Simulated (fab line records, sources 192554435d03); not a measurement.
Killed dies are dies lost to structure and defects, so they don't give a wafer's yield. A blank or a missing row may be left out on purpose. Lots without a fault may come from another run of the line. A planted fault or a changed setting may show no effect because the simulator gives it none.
fab line records | flow n5_finfet
record lots=6 wafers=18 last_day=17
route steps=1938 shown DUMMY_GATE@235 BEOL_M4@1111
lots that met no fault: from a run of the same line without faults
start_h: hours from the record's first day to the start of the lot's first wafer shown | wait_h: hours since the lot's step before | " the same as in the row above | L1.1+2: a row that stands for several wafers | - no value, or no start given | * or withheld: withheld | < > ~ a bound
route shown NAME@n: a module of which the file shows steps, and the number in the route of the first | usual: mean/standard deviation of fault-free wafers | same: alike in all rows | chamber/n: place in a boat | sites: the reading at each site | _std_site: their standard deviation | _edge_site: outer sites' mean less inner sites' | radius_mm: how far each site lies from the wafer's centre | mask NAME#n: copy n | behind: the tool/chamber that last shaped the wafer | hold: why the lot was held/for how many hours/how that ended | device: the transistor (n, p or np) that didn't switch | end of line: the same wafers' tests at the end of the route | a step without rows: its recipe alone | killed: dies lost to structure and defects at the first sort, not the wafer's yield | map: a wafer's dies, x killed, . not, _ none there
set.NAME: the setting as run; set.NAME@STEP: as run at that earlier step | model.NAME: the simulator's own value behind a step, which no gauge read
lots at some steps of the route; a table a step, a row a wafer
services: from which hour (start_h, from the record's first day; less than 0 if before it) a tool's chamber was out of use, for how many hours, and why
## steps
# step N5_DUMMY_GATE_ETCH_29
# recipe chemistry=N2/H2 target=underlayer target_depth_a=130 ion_energy_ev=200 pressure_mtorr=30 source_w=840 bias_w=150 n2_flow_sccm=200 h2_flow_sccm=200
# usual drypump_motor_current_A=5.7/0.55 oes_product_au=0.75/0.067 rf_vpp_V=524.6/2.7 showerhead_plenum_p_Torr=2.57/0.096 throttle_valve_pct=17.80/0.21
# columns lot.wafer tool chamber start_h wait_h drypump_motor_current_A oes_product_au rf_hours_counter_h rf_vpp_V showerhead_plenum_p_Torr throttle_valve_pct
L442.1 rie_diel-02 0 53.38 0.0 6.5 0.72 226 526.7 2.61 17.76
L442.2 " 1 " " 5.1 0.73 187 527.3 2.63 17.59
L442.6 " 0 " " 6.5 0.72 - 526.3 2.61 17.75
L447.3 rie_diel-06 0 85.01 0.0 5.9 0.75 165 527.3 2.66 18.13
L447.4 " 2 " " 6.2 1.00 2 522.5 2.49 17.78
L447.6 " 3 " " 5.2 0.76 - 519.8 2.46 18.06
L450.1 rie_diel-04 1 99.89 0.0 6.2 0.74 171 526.2 2.66 17.72
L450.2 " 0 " " 5.3 0.77 125 527.4 2.67 17.86
L450.4 " 3 " " 5.9 0.69 207 520.1 2.41 17.81
L451.1 rie_diel-04 3 106.17 0.0 5.9 0.69 210 520.6 2.41 17.82
L451.2 " 1 " " 6.3 0.73 173 524.7 2.66 17.72
L451.5 " 3 " " 5.9 0.69 - 520.8 2.41 17.81
L459.2 rie_diel-06 3 153.18 0.0 5.1 0.75 164 521.1 2.45 18.11
L459.3 " 2 " " 6.2 0.91 26 522.6 2.48 17.83
L459.5 " 0 " " 5.9 0.72 - 526.9 2.65 18.16
L461.1 rie_diel-06 3 167.62 0.0 5.2 0.74 168 522.7 2.44 18.10
L461.2 " 0 " " 5.9 0.73 193 526.3 2.65 18.17
L461.5 " 3 " " 5.2 0.74 - 520.9 2.44 18.12
# step N5_DUMMY_GATE_ETCH_36
# recipe chemistry=CF4 target=SiARC target_depth_a=130 pressure_mtorr=40 source_w=545 bias_w=36 Ar_flow_sccm=100 cf4_flow_sccm=100 ion_energy_ev=80
# step N5_DUMMY_GATE_ETCH_37
# recipe chemistry=N2/H2 target=SOC target_depth_a=600 overetch_a=300 temp_c=40 ion_energy_ev=200 pressure_mtorr=30 source_w=840 bias_w=150 n2_flow_sccm=200 h2_flow_sccm=200
# step N5_DUMMY_GATE_STRIP_38
# recipe chemistry=N2/H2 temp_c=40 n2_flow_sccm=200 h2_flow_sccm=200 rf_frequency_hz=6e+07
# step N5_DUMMY_GATE_STRIP_39
# recipe chemistry=N2/H2 temp_c=40 n2_flow_sccm=200 h2_flow_sccm=200 rf_frequency_hz=6e+07
# step N5_DUMMY_GATE_TRIM_49
# recipe chemistry=O2 resist=SOC time_s=29 target_cd_nm=14 source_power_w=300 bias_power_w=0 O2_flow_sccm=100 temp_c=20
# step N5_DUMMY_GATE_STRIP_40
# recipe chemistry=CF4 resist=SiARC power_w=300 bias_power_w=75 pressure_mtorr=50 cf4_flow_sccm=150 rf_frequency_hz=6e+07
# usual cf4_flow_sccm=150.0/0.4 drypump_motor_current_A=5.8/0.54 oes_product_au=0.74/0.058 rf_vpp_V=271.3/1.7 showerhead_plenum_p_Torr=1.81/0.064 throttle_valve_pct=13.59/0.19
# columns lot.wafer tool chamber start_h wait_h cf4_flow_sccm drypump_motor_current_A oes_product_au rf_hours_counter_h rf_vpp_V showerhead_plenum_p_Torr throttle_valve_pct
L442.1 rie_diel-02 2 53.64 0.1 150.2 6.3 0.75 144 268.3 1.72 13.48
L442.2 " 3 " " 149.7 6.5 0.74 150 269.7 1.79 13.59
L442.6 " 2 " " 150.6 6.3 0.75 - 269.1 1.72 13.45
L447.3 rie_diel-04 2 85.49 0.3 150.4 4.9 0.74 178 272.3 1.88 13.70
L447.4 " 1 " " 149.1 6.2 0.74 167 273.8 1.88 13.44
L447.6 " 3 " " 149.2 5.9 0.71 - 269.4 1.74 13.79
L450.1 rie_diel-06 0 100.29 0.2 149.9 5.9 0.73 170 274.6 1.86 13.79
L450.2 " 1 " " 150.4 5.4 0.86 33 271.4 1.82 13.12
L450.4 " 2 " " 150.4 6.2 0.93 7 273.0 1.75 13.47
L451.1 rie_diel-02 2 106.61 0.2 149.9 6.3 0.73 162 268.8 1.71 13.53
L451.2 " 0 " " 150.6 6.4 0.67 243 270.8 1.86 13.82
L451.5 " 1 " " 150.5 5.1 0.71 - 274.9 1.88 13.57
L459.2 rie_diel-04 0 153.44 0.1 150.1 5.3 0.75 144 272.2 1.85 13.57
L459.3 " 1 " " 150.3 6.3 0.73 188 274.4 1.88 13.49
L459.5 " 1 " " 150.7 6.3 0.73 - 272.2 1.88 13.53
L461.1 rie_diel-04 0 167.96 0.1 149.7 5.3 0.75 149 273.0 1.85 13.58
L461.2 " 3 " " 149.9 5.9 0.69 231 269.4 1.73 13.85
L461.5 " 3 " " 149.6 5.9 0.69 - 268.2 1.73 13.87
# step N5_DUMMY_GATE_CD_MEAS_50
# recipe target_cd_nm=14
# usual cd_nm=13.9/0.52
# columns lot.wafer tool chamber start_h wait_h cd_nm
L442.1 cd_sem-03 - 53.69 0.0 14.0
L442.2 " - " " 13.5
L442.6 " - " " 13.9
L447.3 cd_sem-02 - 85.54 0.0 13.0
L447.4 " - " " 13.4
L447.6 " - " " 14.2
L450.1 cd_sem-03 - 100.34 0.0 12.7
L450.2 " - " " 13.5
L450.4 " - " " 14.0
L451.1 cd_sem-03 - 106.66 0.0 14.4
L451.2 " - " " 13.8
L451.5 " - " " 14.4
L459.2 cd_sem-01 - 153.49 0.0 14.3
L459.3 " - " " 14.6
L459.5 " - " " 14.0
L461.1 cd_sem-02 - 168.01 0.0 14.3
L461.2 " - " " 13.7
L461.5 " - " " 14.3
# step N5_DUMMY_GATE_ETCH_31
# recipe chemistry=C4F6/O2 target=SiO2 mask_material=SOC target_depth_a=825 time_s=27.5 ion_energy_ev=250 pressure_mtorr=30 source_w=345 bias_w=185 Ar_flow_sccm=300 C4F6_flow_sccm=10 O2_flow_sccm=10
# usual drypump_motor_current_A=5.8/0.55 oes_o_777_au=0.76/0.058 oes_product_au=0.75/0.063 rf_vpp_V=657/16 showerhead_plenum_p_Torr=2.86/0.089 throttle_valve_pct=21.02/0.2
# columns lot.wafer tool chamber start_h wait_h drypump_motor_current_A oes_o_777_au oes_product_au rf_hours_counter_h rf_vpp_V showerhead_plenum_p_Torr throttle_valve_pct
L442.1 rie_diel-02 3 53.73 0.0 6.5 0.69 0.72 150 646 2.86 21.15
L442.2 " 0 " " 6.4 0.75 0.71 226 662 2.90 21.04
L442.6 " 2 " " 6.3 0.82 0.77 - 635 2.75 21.13
L447.3 rie_diel-02 3 85.77 0.2 6.4 0.68 0.72 160 649 2.86 21.18
L447.4 " 0 " " 6.4 0.75 0.71 235 662 2.90 21.06
L447.6 " 1 " " 5.1 0.73 0.72 - 689 2.90 20.72
L450.1 rie_diel-02 1 100.52 0.2 5.1 0.73 0.71 203 688 2.90 20.71
L450.2 " 2 " " 6.3 0.80 0.75 160 637 2.74 21.14
L450.4 " 3 " " 6.5 0.68 0.72 165 646 2.85 21.18
L451.1 rie_diel-02 2 106.71 0.0 6.3 0.80 0.75 162 635 2.74 21.14
L451.2 " 3 " " 6.4 0.67 0.73 167 648 2.85 21.20
L451.5 " 2 " " 6.3 0.81 0.75 - 637 2.74 21.11
L459.2 rie_diel-04 0 153.53 0.0 5.3 0.75 0.75 144 641 2.96 21.16
L459.3 " 1 " " 6.3 0.73 0.73 188 669 2.94 20.83
L459.5 " 1 " " 6.2 0.73 0.73 - 670 2.94 20.82
L461.1 rie_diel-04 2 168.06 0.0 4.9 0.78 0.74 196 649 2.91 20.92
L461.2 " 3 " " 5.9 0.70 0.68 231 653 2.69 21.10
L461.5 " 2 " " 4.9 0.78 0.75 - 651 2.91 20.93
# step N5_DUMMY_GATE_STRIP_41
# recipe chemistry=O2 power_w=400 temp_c=40 pressure_mtorr=30 rf_frequency_hz=6e+07 bias_power_w=0 overash_fraction=0.3 o2_flow_sccm=225
# step N5_DUMMY_GATE_HM_OPEN_21
# recipe chemistry=CH3F/O2 target=SiNx target_depth_a=1200 Ar_flow_sccm=150 CH3F_flow_sccm=30 O2_flow_sccm=23 time_s=171.4 pressure_mtorr=30 source_w=395 bias_w=73 ion_energy_ev=120.7
# usual drypump_motor_current_A=5.8/0.55 oes_o_777_au=0.75/0.055 oes_product_au=0.75/0.063 rf_vpp_V=296/7.3 showerhead_plenum_p_Torr=2.03/0.066 throttle_valve_pct=16.38/0.18
# columns lot.wafer tool chamber start_h wait_h drypump_motor_current_A oes_o_777_au oes_product_au rf_hours_counter_h rf_vpp_V showerhead_plenum_p_Torr throttle_valve_pct
L442.1 rie_diel-02 3 53.82 0.0 6.4 0.71 0.72 150 291 2.03 16.48
L442.2 " 0 " " 6.4 0.75 0.72 226 299 2.07 16.44
L442.6 " 2 " " 6.3 0.78 0.77 - 287 1.95 16.42
L447.3 rie_diel-02 3 85.86 0.0 6.5 0.70 0.72 160 290 2.02 16.49
L447.4 " 0 " " 6.4 0.74 0.70 235 299 2.06 16.47
L447.6 " 1 " " 5.1 0.73 0.73 - 309 2.06 16.12
L450.1 rie_diel-02 1 100.61 0.0 5.1 0.72 0.72 203 310 2.06 16.12
L450.2 " 2 " " 6.4 0.76 0.75 160 287 1.95 16.48
L450.4 " 3 " " 6.5 0.69 0.72 165 289 2.02 16.49
L451.1 rie_diel-02 2 106.79 0.0 6.4 0.76 0.74 162 288 1.95 16.46
L451.2 " 3 " " 6.4 0.69 0.71 167 289 2.02 16.49
L451.5 " 2 " " 6.4 0.76 0.75 - 288 1.95 16.48
L459.2 rie_diel-04 0 153.62 0.0 5.3 0.74 0.75 144 289 2.11 16.52
L459.3 " 1 " " 6.2 0.71 0.72 188 302 2.09 16.20
L459.5 " 1 " " 6.2 0.71 0.73 - 301 2.09 16.21
L461.1 rie_diel-04 2 168.15 0.0 4.9 0.74 0.74 196 293 2.07 16.39
L461.2 " 3 " " 5.9 0.68 0.67 231 294 1.91 16.52
L461.5 " 2 " " 4.9 0.74 0.74 - 293 2.07 16.38
# step N5_DUMMY_GATE_ETCH_32
# recipe chemistry=CF4 target=SiO2 target_depth_a=35 time_s=3.9 ion_energy_ev=350 pressure_mtorr=10 icp_w=800 bias_w=400 cf4_flow_sccm=80
# step N5_DUMMY_GATE_ETCH_23
# recipe chemistry=HBr/Cl2/O2 HBr_flow_sccm=150 Cl2_flow_sccm=80 O2_flow_sccm=12 bias_w=102 target_depth_a=410 time_s=22.3 target=poly-Si mask_material=SiO2 pressure_mtorr=10 icp_w=800
# usual drypump_motor_current_A=5.7/0.47 he_backside_leak_sccm=2.8/0.35 mfc_cl2_sccm=79.97/0.22 oes_o_777_au=1.01/0.079 oes_product_au=1.003/0.022 throttle_valve_pct=37.4/0.48
# columns lot.wafer tool chamber start_h wait_h drypump_motor_current_A he_backside_leak_sccm mfc_cl2_sccm oes_o_777_au oes_product_au rf_hours_counter_h throttle_valve_pct model.etch.depth_nm
L442.1 rie_si-06 3 54.01 0.0 5.9 2.6 80.02 1.05 1.005 20 36.9 41.44
L442.2 " 0 " " 5.2 2.6 80.15 1.04 1.003 102 37.2 41.32
L442.6 " 2 " " 6.0 2.7 80.15 0.97 0.982 - 38.0 40.81
L447.3 rie_si-01 0 86.05 0.0 5.2 3.7 79.64 0.87 0.976 96 36.9 40.7
L447.4 " 1 " " 6.6 2.7 79.77 0.99 1.021 137 37.7 41.88
L447.6 " 1 " " 6.6 2.8 79.85 0.99 1.258 - 37.7 56.33
L450.1 rie_si-01 1 100.80 0.0 6.7 2.9 79.92 1.00 1.262 137 37.7 56.53
L450.2 " 0 " " 5.2 3.4 80.14 0.86 0.984 96 36.9 41.05
L450.4 " 3 " " 5.3 2.9 79.84 0.93 0.977 132 37.3 40.02
L451.1 rie_si-06 0 106.99 0.0 5.2 2.6 79.59 1.05 0.992 103 37.2 41.36
L451.2 " 1 " " 5.9 2.6 80.05 1.04 0.981 129 36.6 40.89
L451.5 " 1 " " 5.9 2.6 80.19 1.05 0.991 - 36.6 40.84
L459.2 rie_si-06 1 153.81 0.0 5.9 2.7 80.17 1.05 0.994 130 36.6 40.92
L459.3 " 2 " " 6.0 2.7 79.63 0.98 1.005 165 38.0 42.08
L459.5 " 0 " " 5.2 2.4 80.47 1.04 0.987 - 37.2 41.04
L461.1 rie_si-01 0 168.34 0.0 5.2 3.6 79.92 0.86 0.969 97 36.9 40.48
L461.2 " 1 " " 6.7 2.9 79.95 0.99 1.010 138 37.7 41.88
L461.5 " 2 " " 5.1 2.7 80.19 0.93 1.016 - 37.1 40.75
# step N5_DUMMY_GATE_ETCH_44
# recipe chemistry=HBr/O2 over_etch_frac=0.7 target_depth_a=1275 stop_on=SiO2 ion_energy_ev=60 bias_w=20 target=poly-Si mask_material=SiO2 pressure_mtorr=20 icp_w=400 HBr_flow_sccm=120 O2_flow_sccm=10
# usual drypump_motor_current_A=5.7/0.47 he_backside_leak_sccm=2.8/0.32 oes_product_au=0.725/0.014 throttle_valve_pct=18.61/0.2
# same over_etch_frac=0.7
# columns lot.wafer tool chamber start_h wait_h drypump_motor_current_A he_backside_leak_sccm oes_product_au rf_hours_counter_h throttle_valve_pct
L442.1 rie_si-06 3 54.07 0.0 5.9 2.6 0.716 20 18.58
L442.2 " 0 " " 5.2 2.6 0.717 102 18.53
L442.6 " 2 " " 6.0 2.8 0.716 - 19.00
L447.3 rie_si-01 0 86.11 0.0 5.2 3.5 0.721 96 18.52
L447.4 " 1 " " 6.7 2.7 0.729 137 18.77
L447.6 " 1 " " 6.6 2.8 0.724 - 18.75
L450.1 rie_si-01 1 100.86 0.0 6.6 2.8 0.715 137 18.76
L450.2 " 0 " " 5.2 3.5 0.714 96 18.50
L450.4 " 3 " " 5.2 2.9 0.727 132 18.42
L451.1 rie_si-06 0 107.04 0.0 5.2 2.6 0.708 103 18.54
L451.2 " 1 " " 5.9 2.7 0.715 129 18.27
L451.5 " 1 " " 5.9 2.8 0.711 - 18.27
L459.2 rie_si-06 1 153.87 0.0 5.9 2.6 0.735 130 18.28
L459.3 " 2 " " 6.0 2.7 0.717 165 19.02
L459.5 " 0 " " 5.2 2.7 0.725 - 18.54
L461.1 rie_si-01 0 168.40 0.0 5.2 3.5 0.711 97 18.50
L461.2 " 1 " " 6.7 2.7 0.733 138 18.78
L461.5 " 2 " " 5.1 2.9 0.740 - 18.48
# step N5_BEOL_M4_RC_MEAS_101
# usual DIBL_N=37.0/2.3 DIBL_P=37.3/2.8 IOFF_N=0.17/0.046 IOFF_P=0.23/0.054 ION_N=675/14 ION_P=460/9.3 SS_N=71.7/0.73 SS_P=73.6/0.95 VT_N=249/3.9 VT_P=-250/3.9
# columns lot.wafer tool chamber start_h wait_h DIBL_N[mV/V] DIBL_P[mV/V] IOFF_N[nA/um] IOFF_P[nA/um] ION_N[uA/um] ION_P[uA/um] SS_N[mV/dec] SS_P[mV/dec] VT_N[mV] VT_P[mV]
L442.1 prober-02 0 170.00 0.0 40.2 42.0 0.27 0.32 706 481 72.6 74.6 245 -245
L442.2 " 0 " " 35.6 35.0 0.15 0.19 676 458 71.8 73.1 253 -250
L442.6 " 0 " " 37.1 38.5 0.18 0.24 672 461 71.9 74.4 248 -250
L447.3 prober-02 0 200.49 0.3 36.3 37.5 0.15 0.20 673 459 72.3 72.8 251 -253
L447.4 " 0 " " 35.3 36.8 0.14 0.20 679 465 71.1 73.3 251 -253
L447.6 " 0 " " 35.3 36.6 0.14 0.18 673 454 71.9 73.2 252 -254
L450.1 prober-02 0 222.25 0.0 41.3 41.0 0.27 0.36 681 466 73.5 75.4 245 -241
L450.2 " 0 " " 36.6 36.5 0.16 0.24 683 471 71.4 73.0 250 -247
L450.4 " 0 " " 34.0 33.0 0.12 0.19 646 451 71.2 71.9 252 -250
L451.1 prober-01 0 225.37 0.0 36.8 35.2 0.16 0.23 679 471 71.8 72.9 251 -246
L451.2 " 0 " " 35.5 35.9 0.14 0.24 668 469 70.9 74.1 252 -250
L451.5 " 0 " " 35.5 33.5 0.13 0.19 665 466 71.2 73.2 253 -250
L459.2 prober-01 0 286.86 0.2 32.4 33.9 0.12 0.14 668 449 72.0 71.9 252 -257
L459.3 " 0 " " 31.7 34.1 0.11 0.15 659 455 70.6 72.5 255 -256
L459.5 " 0 " " 33.6 35.0 0.13 0.16 662 448 71.6 73.5 253 -254
L461.1 prober-01 0 301.78 0.0 34.9 34.2 0.13 0.16 656 450 71.0 71.9 256 -255
L461.2 " 0 " " 36.4 37.6 0.16 0.20 681 464 71.2 73.6 252 -253
L461.5 " 0 " " 33.0 33.7 0.11 0.16 664 457 70.9 72.2 255 -254
## services
# columns tool chamber start_h hours kind
rie_si-06 - 31.40 0.2 repair
rie_si-01 - 41.38 15.6 pm
rie_diel-02 - 56.31 0.1 repair
rie_diel-06 2 58.45 - clean
rie_diel-06 2 58.45 - consumable_replace:focus_ring
rie_diel-06 2 58.45 18.1 scheduled_down
rie_diel-06 2 58.45 18.1 vent_cycle
rie_si-06 0 89.52 1.2 repair
rie_diel-04 2 105.53 3.5 repair
rie_diel-02 0 133.14 - clean
rie_diel-02 0 133.14 - consumable_replace:focus_ring
rie_diel-02 0 133.14 16.0 scheduled_down
rie_diel-02 0 133.14 16.0 vent_cycle
rie_si-01 1 133.49 2.0 repair
rie_diel-04 2 140.05 19.5 repair
rie_si-01 3 161.33 11.2 repair
## key
first_sign step=N5_DUMMY_GATE_ETCH_23 reading=oes_product_au direction=up sigmas=11 usual=1.003 struck=1.260
effect none on later readings
model_effect step=N5_DUMMY_GATE_ETCH_23 value=etch.depth_nm without=41.87 struck=56.43
met_at N5_DUMMY_GATE_ETCH_23
struck_wafers L447.6,L450.1
fault kind=process_parameter_drift tool=rie_si-01 chamber=- onset_h=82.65 steps=N5_DUMMY_GATE_ETCH_23 channel=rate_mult offset=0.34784 shape=step end_h=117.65 scope=struck_wafers_only
